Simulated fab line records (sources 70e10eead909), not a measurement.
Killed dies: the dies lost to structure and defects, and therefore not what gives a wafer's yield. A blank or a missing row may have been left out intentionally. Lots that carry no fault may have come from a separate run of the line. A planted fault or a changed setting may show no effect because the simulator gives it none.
Chamber matching + flow nandHarc + rieDiel-09 running NHARC_A_M0_STRIP_18: 4 sister chambers
The step strips in N2/H2. 4 wafers are shown with their chamber, then 12 later ones without.

## WAFERS, EACH WITH ITS CHAMBER
| wafer  | chamber | drypumpMotorCurrentA (A) |
|--------|---------|--------------------------|
| L084.2 | 0       | 6.11                     |
| L084.4 | 3       | 6.25                     |
| L088.3 | 1       | 6.08                     |
| L088.6 | 2       | 6.21                     |

## WAFERS WITH NO CHAMBER GIVEN
| wafer  | drypumpMotorCurrentA (A) |
|--------|--------------------------|
| L090.1 | 6.23                     |
| L090.2 | 6.24                     |
| L090.3 | 6.04                     |
| L094.1 | 6.07                     |
| L094.3 | 6.29                     |
| L094.5 | 6.08                     |
| L092.1 | 6.04                     |
| L092.2 | 6.23                     |
| L092.6 | 6.24                     |
| L095.2 | 6.20                     |
| L095.3 | 6.23                     |
| L095.4 | 6.10                     |

## THE CHAMBER EACH PASSED THROUGH
| wafer  | from the rows above     | in truth |
|--------|-------------------------|----------|
| L090.1 | can't be placed: 3 or 2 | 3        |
| L090.2 | can't be placed: 3 or 2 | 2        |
| L090.3 | can't be placed: 1 or 0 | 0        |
| L094.1 | can't be placed: 1 or 0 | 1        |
| L094.3 | can't be placed: 3 or 2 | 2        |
| L094.5 | can't be placed: 1 or 0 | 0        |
| L092.1 | can't be placed: 1 or 0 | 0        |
| L092.2 | can't be placed: 3 or 2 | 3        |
| L092.6 | can't be placed: 3 or 2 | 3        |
| L095.2 | can't be placed: 2 or 3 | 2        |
| L095.3 | can't be placed: 3 or 2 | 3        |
| L095.4 | can't be placed: 0 or 1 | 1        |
0 of 12 placed correctly. Cannot be placed on the basis of these rows: 12; the candidates contain the true chamber in 12. 0 placed wrongly.
How it was worked out, from the rows above alone: a wafer's distance from a chamber is the root of the sum, over the readings, of the square of ((its reading less the chamber's mean) divided by the reading's scatter). If the next closest chamber is less than 2 further off than the closest, the wafer can't be placed; otherwise it belongs to the closest. For every chamber, the mean is computed from those of its wafers that are shown. The scatter (one wafer shown for each chamber): square how far every hidden wafer sits from the nearest shown wafer, average those squares and take the square root.
